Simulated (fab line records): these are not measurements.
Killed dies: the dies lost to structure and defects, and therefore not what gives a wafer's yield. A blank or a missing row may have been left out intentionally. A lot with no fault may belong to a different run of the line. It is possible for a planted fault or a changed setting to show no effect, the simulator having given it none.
Comparing a struck lot with a sound one | flow n5 finfet | 14 steps out of a route of 1938
Sound: wafers L974.2, L974.3, L974.4. Wafers struck: L991.1, L991.2, L991.5. The cause is given at the end.
For every step that has rows: the tool of each side, followed by ch and its chambers, followed by its first start. Under that, the readings that differ: sound wafers | struck wafers | difference of the means | sigmas: that difference in standard deviations of wafers without a fault.
alike: words and numbers the same on both sides, and readings whose means are apart by under 2 such deviations; not compared: readings that were withheld, readings missing a value for some wafer, numbers with overlapping values and no deviation given by the record, and bounds like >300 which may hide the same value.
A row with sigmas, a row that says differs or no value, or rows on one side alone: a step with any of these is where the two part. Numbers that don't overlap but have no deviation are shown without sigmas and don't part them. Lack of a reading on every wafer of one side parts them only where that side has two or more wafers.

N5_FIN_SAQP_PECVD_47: deposits a-Si from SiH4/He, target thk 45 nm, time 36.3 s.
  sound on pecvd-03 ch 0,2, day 1 20:31; struck on pecvd-01 ch 0,2, day 6 02:46
  alike: heater power w, showerhead plenum p Torr, throttle valve pct
N5_FIN_SAQP_PECVD_48: deposits SiNx from SiH4/NH3/N2, target thk 25 nm, time 22.1 s.
  sound on pecvd-03 ch 0,2, day 1 20:33; struck on pecvd-01 ch 0,2, day 6 02:49
  alike: heater power w, showerhead plenum p Torr, throttle valve pct
N5_FIN_SAQP_PECVD_06: deposits a-Si from SiH4/He, target thk 60 nm, time 48.1 s.
  sound on pecvd-03 ch 0,2, day 1 20:35; struck on pecvd-01 ch 0,2, day 6 02:51
  alike: heater power w, showerhead plenum p Torr, throttle valve pct
N5_FIN_SAQP_THK_MEAS_07:
  struck on film metro-02, day 6 02:56; sound on film metro-01, day 1 20:41
  alike: thk nm
N5_FIN_SAQP_HM_DEP_72: deposits SiO2 from SiH4/N2O, target thk 12 nm, time 7.2 s.
  sound on pecvd-01 ch 1,2, day 1 20:43; struck on pecvd-02 ch 0,1,2, day 6 02:59
  alike: heater power w, showerhead plenum p Torr
then, 7 steps without rows for these wafers: N5_FIN_SAQP_COAT_49 (time 60 s, resist thk 100 nm); N5_FIN_SAQP_COAT_50 (time 60 s, resist thk 35 nm); N5_FIN_SAQP_COAT_10 (resist thk 90 nm); N5_FIN_SAQP_EBR_12; N5_FIN_SAQP_SOFTBAKE_11 (time 60 s); N5_FIN_SAQP_EXPOSE_13 (exposes mask FIN CORE, target cd 35.6 nm); N5_FIN_SAQP_PEB_14 (peb time 60 s).
N5_FIN_SAQP_DEVELOP_15: develop time 30 s.
  sound on litho track-05 ch 0, day 1 21:00; struck on litho track-01, day 6 03:22
  no value came back on the struck wafers for chill plate temp C (C), develop time s (s), resist line temp C (C); on the sound wafers chill plate temp C (C) reads 23.15 23.12 23.11
  reading                                       | sound             | struck         | difference | sigmas
  model.CAR-ArF_of_FIN_SAQP_COAT_10.thk nm (nm) | 88.25 88.27 88.46 | 90 90.01 89.61 | +2         |
N5_FIN_SAQP_CD_MEAS_16: target cd 35.6 nm.
  sound on cd sem-02 ch 0, day 1 21:04; struck on cd sem-03 ch 0, day 6 03:26
  reading    | sound          | struck | difference                    | sigmas
  cd nm (nm) | 35.3 35.6 35.6 | - - -  | no value on the struck wafers |

WHERE THEY PART
At N5_FIN_SAQP_DEVELOP_15 first; at N5_FIN_SAQP_CD_MEAS_16 last (within this record only).

WHY: what the simulator had put in
Whole step skipped at N5_FIN_SAQP_DEVELOP_15 on litho track-01, starting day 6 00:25. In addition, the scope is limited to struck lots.
